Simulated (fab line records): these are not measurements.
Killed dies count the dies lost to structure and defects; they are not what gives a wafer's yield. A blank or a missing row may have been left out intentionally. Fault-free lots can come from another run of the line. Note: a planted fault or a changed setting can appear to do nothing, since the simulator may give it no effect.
The same fault as seen by 2 desks / flow n5_finfet / every desk sees just its own numbers, and what lay behind them comes last

AT THE METROLOGY DESK
Means of the sampled wafers that have a number, per lot and without regard to the tool the lot ran on: this is what the gauges read. If a lot's mean is further than 4 standard deviations from the usual mean, the lot is out of limits and carries the mark OUT (the distance appears in the brackets). Shown here are 7 of its 11 readings, the ones lying furthest out on some lot.
Columns: A = DIBL_N at N5_BEOL_M4_RC_MEAS_101, usual 36.0 mV/V; B = DIBL_P at N5_BEOL_M4_RC_MEAS_101, usual 36.0 mV/V; C = IOFF_N at N5_BEOL_M4_RC_MEAS_101, usual 0.155 nA/um; D = IOFF_P at N5_BEOL_M4_RC_MEAS_101, usual 0.20 nA/um; E = ION_N at N5_BEOL_M4_RC_MEAS_101, usual 672 uA/um; F = SS_N at N5_BEOL_M4_RC_MEAS_101, usual 71.5 mV/dec; G = SS_P at N5_BEOL_M4_RC_MEAS_101, usual 73.2 mV/dec
lot=L802; first seen here=day 5 13:47; A=34.9; B=34.5; C=0.130; D=0.16; E=665; F=70.7; G=72.5
lot=L804; first seen here=day 6 02:39; A=35.5; B=35.3; C=0.158; D=0.22; E=667; F=71.8; G=72.7
lot=L805; first seen here=day 6 09:04; A=39.1; B=39.8; C=0.208; D=0.27; E=694; F=71.5; G=73.7
lot=L806; first seen here=day 6 14:14; A=35.5; B=34.7; C=0.134; D=0.20; E=663; F=71.4; G=73.0
lot=L807; first seen here=day 7 04:23; A=40.5; B=40.1; C=0.216; D=0.27; E=680; F=72.5; G=74.4
lot=L818; first seen here=day 9 23:32; A=38.2; B=39.2; C=0.177; D=0.22; E=677; F=71.6; G=73.9
lot=L820; first seen here=day 10 03:16; A=37.3; B=38.8; C=0.187; D=0.25; E=680; F=71.7; G=74.2
lot=L819; first seen here=day 10 03:36; A=36.2; B=37.7; C=0.159; D=0.19; E=671; F=71.8; G=73.6
lot=L821; first seen here=day 10 07:12; A=34.4; B=35.8; C=0.139; D=0.20; E=671; F=71.0; G=72.9
lot=L822; first seen here=day 10 20:08; A=37.6; B=36.7; C=0.168; D=0.22; E=676; F=71.6; G=73.8
lot=L823; first seen here=day 11 08:14; A=33.6; B=33.1; C=0.129; D=0.18; E=668; F=71.0; G=72.4
lot=L825; first seen here=day 11 15:19; A=37.1; B=35.7; C=0.166; D=0.22; E=669; F=71.4; G=73.5
This desk's finding: nothing out of limits on any of the 12 lots.

TOOL OWNER'S DESK, rie_diel-05
The tool's own readings at N5_BEOL_M0_SAQP_HM_OPEN_112 (chemistry CHF3/O2, target SiO2, stops on a-Si, target depth 12 nm, time 13.5 s): means of the sampled wafers that have a number, for each lot that ran on this tool. If a lot's mean is further than 4 standard deviations from the usual mean, the lot is out of limits and carries the mark OUT (the distance appears in the brackets).
Columns: A = CHF3_flow_sccm at N5_BEOL_M0_SAQP_HM_OPEN_112, usual 50.02 sccm; B = O2_flow_sccm at N5_BEOL_M0_SAQP_HM_OPEN_112, usual 4.997 sccm; C = drypump_motor_current_A at N5_BEOL_M0_SAQP_HM_OPEN_112, usual 5.6 A; D = oes_product_au at N5_BEOL_M0_SAQP_HM_OPEN_112, usual 0.50 a.u.; E = rf_vpp_V at N5_BEOL_M0_SAQP_HM_OPEN_112, usual 522 V; F = showerhead_plenum_p_Torr at N5_BEOL_M0_SAQP_HM_OPEN_112, usual 2.42 Torr; G = throttle_valve_pct at N5_BEOL_M0_SAQP_HM_OPEN_112, usual 18.82 %
lot=L804; first seen here=day 6 01:17; A=49.94; B=5.008; C=5.3; D=0.48; E=517; F=2.42; G=18.69
lot=L805; first seen here=day 6 07:40; A=50.13; B=5.001; C=5.5; D=0.51; E=519; F=2.47; G=18.93
lot=L807; first seen here=day 7 03:01; A=50.04; B=5.006; C=5.6; D=0.51; E=516; F=2.46; G=18.90
lot=L818; first seen here=day 9 22:08; A=50.07; B=4.995; C=5.7; D=0.50; E=515; F=2.45; G=18.90
lot=L819; first seen here=day 10 01:50; A=49.97; B=5.005; C=5.5; D=0.51; E=515; F=2.46; G=18.80
lot=L823; first seen here=day 11 06:21; A=49.98; B=4.995; C=5.6; D=0.49; E=516; F=2.45; G=18.96
lot=L825; first seen here=day 11 13:56; A=50.01; B=4.992; C=5.4; D=0.50; E=517; F=2.46; G=18.84
This desk's finding: nothing out of limits on any of the 7 lots.

PUT TOGETHER
Metrology desk: nothing out of limits seen.
Nothing out of limits was seen by the tool owner's desk.

WHAT THE SIMULATOR PUT IN
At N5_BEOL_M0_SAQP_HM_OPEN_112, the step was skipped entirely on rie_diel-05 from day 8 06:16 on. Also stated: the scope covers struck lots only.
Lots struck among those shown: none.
